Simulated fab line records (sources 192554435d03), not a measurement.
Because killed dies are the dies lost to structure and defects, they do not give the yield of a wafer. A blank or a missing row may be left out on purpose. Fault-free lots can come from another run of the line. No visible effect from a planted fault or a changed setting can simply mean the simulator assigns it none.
Chamber matching	flow n5 finfet	4 sister chambers for N5_BEOL_M13_ETCH_67 on rie diel-06
The step etches SiARC in CF4, target depth 143 nm, time 238.3 s. 14 wafers are shown with their chamber, then 7 later ones without.

EACH WAFER AND ITS CHAMBER
wafer	chamber	showerhead plenum p Torr (Torr)	throttle valve pct (%)	oes product au (a.u.)
L074.1	2	2.22	15.8	0.60
L074.4	2	2.22	15.8	0.60
L074.6	0	2.10	15.2	0.79
L076.3	0	2.10	15.2	0.80
L076.4	0	2.10	15.2	0.80
L076.6	2	2.22	15.8	0.60
L078.1	1	1.97	15.5	0.65
L078.3	2	2.22	15.8	0.59
L078.5	1	1.97	15.5	0.65
L084.1	3	2.25	15.4	0.82
L084.3	0	2.10	15.3	0.77
L084.4	2	2.21	15.8	0.58
L088.1	1	1.96	15.5	0.63
L088.3	3	2.25	15.4	0.79

SIGNATURES, as means of the wafers listed above
reading	chamber 0	chamber 1	chamber 2	chamber 3	scatter within a chamber
showerhead plenum p Torr	2.1000	1.9667	2.2180	2.2500	0.00383
throttle valve pct	15.225	15.500	15.800	15.400	0.0274
oes product au	0.7900	0.6433	0.5940	0.8050	0.0128
Rule: a wafer's distance from a chamber is the root of the sum, over the readings, of the square of ((its reading less the chamber's mean) divided by the reading's scatter). The wafer belongs to the nearest chamber; if the next one is less than 2 further off, it can't be placed. The scatter: take each reading less its chamber's mean, square it, sum over the shown wafers, divide by the number of wafers less the number of chambers, and take the root.

WAFERS WHOSE CHAMBER IS MISSING
wafer	showerhead plenum p Torr (Torr)	throttle valve pct (%)	oes product au (a.u.)
L088.4	2.21	15.8	0.58
L090.1	2.09	15.3	0.74
L090.2	1.96	15.5	0.63
L090.4	2.25	15.4	0.79
L095.1	1.96	15.6	0.62
L095.2	2.09	15.3	0.73
L095.3	2.20	15.9	0.57

THE CHAMBER EACH PASSED THROUGH
wafer	from the rows above	in truth
L088.4	2	2
L090.1	0	0
L090.2	1	1
L090.4	3	3
L095.1	1	1
L095.2	0	0
L095.3	2	2
Placed correctly: 7 of 7. Number that these rows cannot place: 0. 0 placed wrongly.
